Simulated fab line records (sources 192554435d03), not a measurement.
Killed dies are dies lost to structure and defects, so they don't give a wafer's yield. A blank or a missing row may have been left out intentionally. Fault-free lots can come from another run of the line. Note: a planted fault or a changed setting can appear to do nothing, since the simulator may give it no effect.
The tool behind it: which one? / flow n5-finfet / 11 lots, 33 wafers sampled, at 5 steps of a route of 1938

== WHAT EACH GAUGE READ, for each wafer ==
N5_BEOL_M13_THK_MEAS_01. Usual: M13_ILD_THK typically reads 838 nm, with standard deviation 10.
lot=L118; measured=day 11 03:37; on=film-metro-01; M13_ILD_THK (nm)=829 850 843; flag=
lot=L121; measured=day 11 16:14; on=film-metro-01; M13_ILD_THK (nm)=841 838 848; flag=
lot=L124; measured=day 13 17:31; on=film-metro-01; M13_ILD_THK (nm)=822 832 843; flag=
lot=L127; measured=day 13 21:43; on=film-metro-01; M13_ILD_THK (nm)=827 846 832; flag=
lot=L126; measured=day 14 09:19; on=film-metro-02; M13_ILD_THK (nm)=835 819 838; flag=
lot=L131; measured=day 14 23:46; on=film-metro-02; M13_ILD_THK (nm)=826 853 839; flag=
lot=L130; measured=day 15 01:34; on=film-metro-01; M13_ILD_THK (nm)=826 824 836; flag=
lot=L128; measured=day 15 02:13; on=film-metro-01; M13_ILD_THK (nm)=833 841 841; flag=
lot=L133; measured=day 15 18:43; on=film-metro-02; M13_ILD_THK (nm)=836 845 848; flag=
lot=L138; measured=day 16 08:22; on=film-metro-01; M13_ILD_THK (nm)=832 844 846; flag=
lot=L141; measured=day 17 12:59; on=film-metro-02; M13_ILD_THK (nm)=832 845 851; flag=

N5_BEOL_M13_THK_MEAS_50: measures by xrf. Usual: M13_THK typically reads 423 nm, with standard deviation 6.2.
lot=L118; measured=day 11 08:17; on=film-metro-02; M13_THK (nm)=427 435 424; flag=
lot=L121; measured=day 11 21:47; on=film-metro-01; M13_THK (nm)=422 431 417; flag=
lot=L124; measured=day 13 21:38; on=film-metro-02; M13_THK (nm)=420 421 413; flag=
lot=L127; measured=day 14 02:31; on=film-metro-01; M13_THK (nm)=422 416 417; flag=
lot=L126; measured=day 14 17:17; on=film-metro-02; M13_THK (nm)=415 417 419; flag=
lot=L131; measured=day 15 05:06; on=film-metro-02; M13_THK (nm)=430 420 419; flag=
lot=L130; measured=day 15 05:25; on=film-metro-01; M13_THK (nm)=426 417 420; flag=
lot=L128; measured=day 15 07:40; on=film-metro-01; M13_THK (nm)=438 417 437; flag=
lot=L133; measured=day 16 01:23; on=film-metro-01; M13_THK (nm)=423 424 421; flag=
lot=L138; measured=day 16 15:36; on=film-metro-02; M13_THK (nm)=421 417 421; flag=
lot=L141; measured=day 17 18:34; on=film-metro-02; M13_THK (nm)=429 433 428; flag=

== WHAT TOOL EACH LOT RAN ON (gives the tool, then ch and the chambers of the sampled wafers, and finally the start) ==
lot=L118; N5_BEOL_M13_SPUTTER_44=pvd-sputter-03, day 11 07:20; N5_BEOL_M13_SPUTTER_45=pvd-sputter-03, day 11 07:25; N5_BEOL_M13_CMP_49=cmp-04 ch 0,1,2, day 11 08:02
lot=L121; N5_BEOL_M13_SPUTTER_44=pvd-sputter-02, day 11 20:50; N5_BEOL_M13_SPUTTER_45=pvd-sputter-02, day 11 20:55; N5_BEOL_M13_CMP_49=cmp-02 ch 0,1,2, day 11 21:34
lot=L124; N5_BEOL_M13_SPUTTER_44=pvd-sputter-03, day 13 20:35; N5_BEOL_M13_SPUTTER_45=pvd-sputter-03, day 13 20:40; N5_BEOL_M13_CMP_49=cmp-04 ch 0,3, day 13 21:23
lot=L127; N5_BEOL_M13_SPUTTER_44=pvd-sputter-03, day 14 01:31; N5_BEOL_M13_SPUTTER_45=pvd-sputter-03, day 14 01:35; N5_BEOL_M13_CMP_49=cmp-02 ch 1,2, day 14 02:13
lot=L126; N5_BEOL_M13_SPUTTER_44=pvd-sputter-01, day 14 14:48; N5_BEOL_M13_SPUTTER_45=pvd-sputter-01, day 14 14:53; N5_BEOL_M13_CMP_49=cmp-04 ch 0,1,2, day 14 17:04
lot=L131; N5_BEOL_M13_SPUTTER_44=pvd-sputter-03, day 15 04:09; N5_BEOL_M13_SPUTTER_45=pvd-sputter-03, day 15 04:14; N5_BEOL_M13_CMP_49=cmp-01 ch 0,1, day 15 04:50
lot=L130; N5_BEOL_M13_SPUTTER_44=pvd-sputter-03, day 15 04:28; N5_BEOL_M13_SPUTTER_45=pvd-sputter-03, day 15 04:33; N5_BEOL_M13_CMP_49=cmp-01 ch 0,1,3, day 15 05:12
lot=L128; N5_BEOL_M13_SPUTTER_44=pvd-sputter-03, day 15 06:40; N5_BEOL_M13_SPUTTER_45=pvd-sputter-03, day 15 06:44; N5_BEOL_M13_CMP_49=cmp-01 ch 2,3, day 15 07:23
lot=L133; N5_BEOL_M13_SPUTTER_44=pvd-sputter-03, day 16 00:25; N5_BEOL_M13_SPUTTER_45=pvd-sputter-03, day 16 00:30; N5_BEOL_M13_CMP_49=cmp-02 ch 0,3, day 16 01:08
lot=L138; N5_BEOL_M13_SPUTTER_44=pvd-sputter-01, day 16 14:38; N5_BEOL_M13_SPUTTER_45=pvd-sputter-01, day 16 14:43; N5_BEOL_M13_CMP_49=cmp-02 ch 0,1,2, day 16 15:21
lot=L141; N5_BEOL_M13_SPUTTER_44=pvd-sputter-01, day 17 17:37; N5_BEOL_M13_SPUTTER_45=pvd-sputter-01, day 17 17:41; N5_BEOL_M13_CMP_49=cmp-02 ch 0,1,3, day 17 18:23
- N5_BEOL_M13_SPUTTER_44: material Ta, target thk 10 nm, time 16.13 s.
- N5_BEOL_M13_SPUTTER_45: material Cu, target thk 80 nm, time 13.33 s.
- N5_BEOL_M13_CMP_49: polishes, stops on SiOC, t overpolish 17.1 s, target thk 420 nm.

== WHAT THE TOOLS THEMSELVES READ (means of the sampled wafers that have a number; where no wafer has one, the mark that the record gives instead) ==
N5_BEOL_M13_SPUTTER_44. Usual: 30.1 % for throttle-valve-pct, sd 0.98.
lot=L118; tool=pvd-sputter-03; throttle-valve-pct (%)=30.1; flag=
lot=L121; tool=pvd-sputter-02; throttle-valve-pct (%)=29.1; flag=
lot=L124; tool=pvd-sputter-03; throttle-valve-pct (%)=29.7; flag=
lot=L127; tool=pvd-sputter-03; throttle-valve-pct (%)=29.2; flag=
lot=L126; tool=pvd-sputter-01; throttle-valve-pct (%)=30.0; flag=
lot=L131; tool=pvd-sputter-03; throttle-valve-pct (%)=29.6; flag=
lot=L130; tool=pvd-sputter-03; throttle-valve-pct (%)=30.2; flag=
lot=L128; tool=pvd-sputter-03; throttle-valve-pct (%)=30.6; flag=
lot=L133; tool=pvd-sputter-03; throttle-valve-pct (%)=29.5; flag=
lot=L138; tool=pvd-sputter-01; throttle-valve-pct (%)=30.3; flag=
lot=L141; tool=pvd-sputter-01; throttle-valve-pct (%)=30.7; flag=

N5_BEOL_M13_SPUTTER_45. Usual: 30.1 % for throttle-valve-pct, sd 0.99.
lot=L118; tool=pvd-sputter-03; throttle-valve-pct (%)=30.3; flag=
lot=L121; tool=pvd-sputter-02; throttle-valve-pct (%)=28.8; flag=
lot=L124; tool=pvd-sputter-03; throttle-valve-pct (%)=29.8; flag=
lot=L127; tool=pvd-sputter-03; throttle-valve-pct (%)=29.1; flag=
lot=L126; tool=pvd-sputter-01; throttle-valve-pct (%)=29.9; flag=
lot=L131; tool=pvd-sputter-03; throttle-valve-pct (%)=29.7; flag=
lot=L130; tool=pvd-sputter-03; throttle-valve-pct (%)=30.1; flag=
lot=L128; tool=pvd-sputter-03; throttle-valve-pct (%)=30.6; flag=
lot=L133; tool=pvd-sputter-03; throttle-valve-pct (%)=29.7; flag=
lot=L138; tool=pvd-sputter-01; throttle-valve-pct (%)=30.2; flag=
lot=L141; tool=pvd-sputter-01; throttle-valve-pct (%)=30.7; flag=

N5_BEOL_M13_CMP_49. Usual: barrier-field-endpoint-s 30.4 s, standard deviation 0.74; motor-current-A 5.7 A, standard deviation 0.82.
lot=L118; tool=cmp-04; barrier-field-endpoint-s (s)=30.8; motor-current-A (A)=5.6; flag=
lot=L121; tool=cmp-02; barrier-field-endpoint-s (s)=30.8; motor-current-A (A)=5.5; flag=
lot=L124; tool=cmp-04; barrier-field-endpoint-s (s)=31.4; motor-current-A (A)=5.3; flag=
lot=L127; tool=cmp-02; barrier-field-endpoint-s (s)=29.1; motor-current-A (A)=4.9; flag=
lot=L126; tool=cmp-04; barrier-field-endpoint-s (s)=29.8; motor-current-A (A)=5.3; flag=
lot=L131; tool=cmp-01; barrier-field-endpoint-s (s)=30.1; motor-current-A (A)=7.1; flag=
lot=L130; tool=cmp-01; barrier-field-endpoint-s (s)=29.6; motor-current-A (A)=6.4; flag=
lot=L128; tool=cmp-01; barrier-field-endpoint-s (s)=25.1; motor-current-A (A)=6.3; flag=OFF
lot=L133; tool=cmp-02; barrier-field-endpoint-s (s)=25.6; motor-current-A (A)=5.9; flag=OFF
lot=L138; tool=cmp-02; barrier-field-endpoint-s (s)=30.0; motor-current-A (A)=5.5; flag=
lot=L141; tool=cmp-02; barrier-field-endpoint-s (s)=29.5; motor-current-A (A)=5.7; flag=

== THE ANSWER, worked out from the rows above alone ==
Rule: take the mean of a lot's wafers that have a number; if it is more than 3 standard deviations from the usual mean, the lot is off. Also off: a lot with no number at a reading for which 4 or more lots have one. Where the step has rows for the other lots, those lots are counted as sound. The gauges are gone through in route order, then the tools' own readings, and for those a lot's mean is taken as printed above. The first step at which some lot is off is used, and at that step the reading that is off furthest; a lot without a number counts as furthest.
Off: L128, L133, at N5_BEOL_M13_CMP_49 (barrier-field-endpoint-s).
A tool fits if, at that step or a process step before it, it ran every lot that is off, and no sound lot after the first of them. One fits: pvd-sputter-03 at N5_BEOL_M13_SPUTTER_44 and N5_BEOL_M13_SPUTTER_45. At N5_BEOL_M13_SPUTTER_44 its last sound lot is L130 (day 15 04:28), its first lot that is off L128 (day 15 06:40): a fault that began between those two fits.

== WHAT THE SIMULATOR HAD INSERTED ==
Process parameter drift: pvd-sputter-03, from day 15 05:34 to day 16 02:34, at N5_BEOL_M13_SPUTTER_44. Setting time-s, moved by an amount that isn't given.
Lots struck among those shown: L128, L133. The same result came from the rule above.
